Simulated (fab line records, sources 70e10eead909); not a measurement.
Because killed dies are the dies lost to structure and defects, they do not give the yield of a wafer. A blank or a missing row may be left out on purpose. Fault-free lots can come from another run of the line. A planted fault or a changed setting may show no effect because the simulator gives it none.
Which tool did it? || flow nandHarc || 12 lots, 36 wafers sampled, at 4 steps of a route of 1302

WHAT THE GAUGES SHOWED, per wafer
NHARC_P_BONDPAD_THK_MEAS_33: measures by ellipsometry.
{"lot": "L075", "measured": "day 7 00:25", "on": "filmMetro-01", "thkNm (nm)": "200.7 200.5 201.1"}
{"lot": "L077", "measured": "day 7 21:01", "on": "filmMetro-01", "thkNm (nm)": "199.2 199.7 198.6"}
{"lot": "L078", "measured": "day 8 10:50", "on": "filmMetro-01", "thkNm (nm)": "200.2 200.8 199.1"}
{"lot": "L081", "measured": "day 9 18:58", "on": "filmMetro-01", "thkNm (nm)": "201.0 197.8 202.2"}
{"lot": "L083", "measured": "day 10 10:37", "on": "filmMetro-02", "thkNm (nm)": "202.3 199.8 200.3"}
{"lot": "L085", "measured": "day 11 08:26", "on": "filmMetro-02", "thkNm (nm)": "200.3 197.9 198.4"}
{"lot": "L088", "measured": "day 12 19:05", "on": "filmMetro-01", "thkNm (nm)": "198.8 198.6 200.8"}
{"lot": "L090", "measured": "day 13 14:07", "on": "filmMetro-01", "thkNm (nm)": "198.9 198.4 197.9"}
{"lot": "L091", "measured": "day 13 17:47", "on": "filmMetro-01", "thkNm (nm)": "200.5 196.9 198.2"}
{"lot": "L093", "measured": "day 15 02:25", "on": "filmMetro-01", "thkNm (nm)": "199.2 198.2 200.7"}
{"lot": "L095", "measured": "day 15 08:28", "on": "filmMetro-01", "thkNm (nm)": "196.5 202.0 199.8"}
{"lot": "L097", "measured": "day 16 10:47", "on": "filmMetro-01", "thkNm (nm)": "199.7 201.4 198.5"}

WHICH TOOL RAN EACH LOT (tool, then ch and the chambers of the sampled wafers, then the start)
{"lot": "L075", "NHARC_P_M1_DESCUM_14": "rieDiel-01 ch 1,2,3, day 6 16:34", "NHARC_P_M1_PRE_CLEAN_32": "pecvd-02 ch 0,1,2, day 6 19:10", "NHARC_P_M2_PRE_CLEAN_32": "pecvd-04 ch 1,2, day 6 23:18"}
{"lot": "L077", "NHARC_P_M1_DESCUM_14": "rieDiel-02 ch 1,3, day 7 12:37", "NHARC_P_M1_PRE_CLEAN_32": "pecvd-04 ch 2, day 7 15:17", "NHARC_P_M2_PRE_CLEAN_32": "pecvd-04 ch 0,1, day 7 19:52"}
{"lot": "L078", "NHARC_P_M1_DESCUM_14": "rieDiel-01 ch 1,2, day 8 02:46", "NHARC_P_M1_PRE_CLEAN_32": "pecvd-04 ch 0,1,2, day 8 05:38", "NHARC_P_M2_PRE_CLEAN_32": "pecvd-02 ch 1,2, day 8 09:43"}
{"lot": "L081", "NHARC_P_M1_DESCUM_14": "rieDiel-02 ch 0,1,2, day 9 11:04", "NHARC_P_M1_PRE_CLEAN_32": "pecvd-04 ch 1,2, day 9 13:43", "NHARC_P_M2_PRE_CLEAN_32": "pecvd-04 ch 1,2, day 9 17:52"}
{"lot": "L083", "NHARC_P_M1_DESCUM_14": "rieDiel-13 ch 0,1,3, day 10 02:39", "NHARC_P_M1_PRE_CLEAN_32": "pecvd-04 ch 0,2, day 10 05:19", "NHARC_P_M2_PRE_CLEAN_32": "pecvd-04 ch 1,2, day 10 09:26"}
{"lot": "L085", "NHARC_P_M1_DESCUM_14": "rieDiel-01 ch 2,3, day 11 00:21", "NHARC_P_M1_PRE_CLEAN_32": "pecvd-01 ch 0,1,2, day 11 03:05", "NHARC_P_M2_PRE_CLEAN_32": "pecvd-04 ch 0,2, day 11 07:17"}
{"lot": "L088", "NHARC_P_M1_DESCUM_14": "rieDiel-01 ch 0,1,3, day 12 11:01", "NHARC_P_M1_PRE_CLEAN_32": "pecvd-01 ch 0,2, day 12 13:40", "NHARC_P_M2_PRE_CLEAN_32": "pecvd-02 ch 0,2, day 12 17:58"}
{"lot": "L090", "NHARC_P_M1_DESCUM_14": "rieDiel-01 ch 0,2,3, day 13 06:13", "NHARC_P_M1_PRE_CLEAN_32": "pecvd-02 ch 0,1,2, day 13 08:55", "NHARC_P_M2_PRE_CLEAN_32": "pecvd-02 ch 0,1,2, day 13 12:58"}
{"lot": "L091", "NHARC_P_M1_DESCUM_14": "rieDiel-01 ch 0,2,3, day 13 09:50", "NHARC_P_M1_PRE_CLEAN_32": "pecvd-01 ch 1,2, day 13 12:29", "NHARC_P_M2_PRE_CLEAN_32": "pecvd-02 ch 0,1,2, day 13 16:38"}
{"lot": "L093", "NHARC_P_M1_DESCUM_14": "rieDiel-02 ch 0,1, day 14 18:24", "NHARC_P_M1_PRE_CLEAN_32": "pecvd-01 ch 0,1,2, day 14 21:04", "NHARC_P_M2_PRE_CLEAN_32": "pecvd-04 ch 0,1,2, day 15 01:14"}
{"lot": "L095", "NHARC_P_M1_DESCUM_14": "rieDiel-01 ch 0,2,3, day 15 00:26", "NHARC_P_M1_PRE_CLEAN_32": "pecvd-01 ch 0,1,2, day 15 03:07", "NHARC_P_M2_PRE_CLEAN_32": "pecvd-02 ch 0,2, day 15 07:16"}
{"lot": "L097", "NHARC_P_M1_DESCUM_14": "rieDiel-01 ch 0,2,3, day 16 02:50", "NHARC_P_M1_PRE_CLEAN_32": "pecvd-01 ch 0,1, day 16 05:29", "NHARC_P_M2_PRE_CLEAN_32": "pecvd-01 ch 0,1, day 16 09:39"}
- NHARC_P_M1_DESCUM_14: chemistry O2, time 3 s.
- NHARC_P_M1_PRE_CLEAN_32: time 12 s.
- NHARC_P_M2_PRE_CLEAN_32: time 12 s.

THE ANSWER, worked out from the rows above alone
Rule: what is usual is taken from the lots themselves. The widest of any qualifying gaps counts: lots, ordered by their means at a reading, are off when they make up no more than a third of the lots, leave a main group of 4 or more, and stand apart from it by 3 or more times the standard deviation of that group's means. The tables above print the reading to a certain number of digits; a main group whose means all agree to those digits is not used. A lot without any number at a reading at which 4 lots or more have one is off too. Any other lot the step has rows for is counted as sound.
None of the lots is off at any reading shown; this tells nothing.

WHAT HAD BEEN PUT IN BY THE SIMULATOR
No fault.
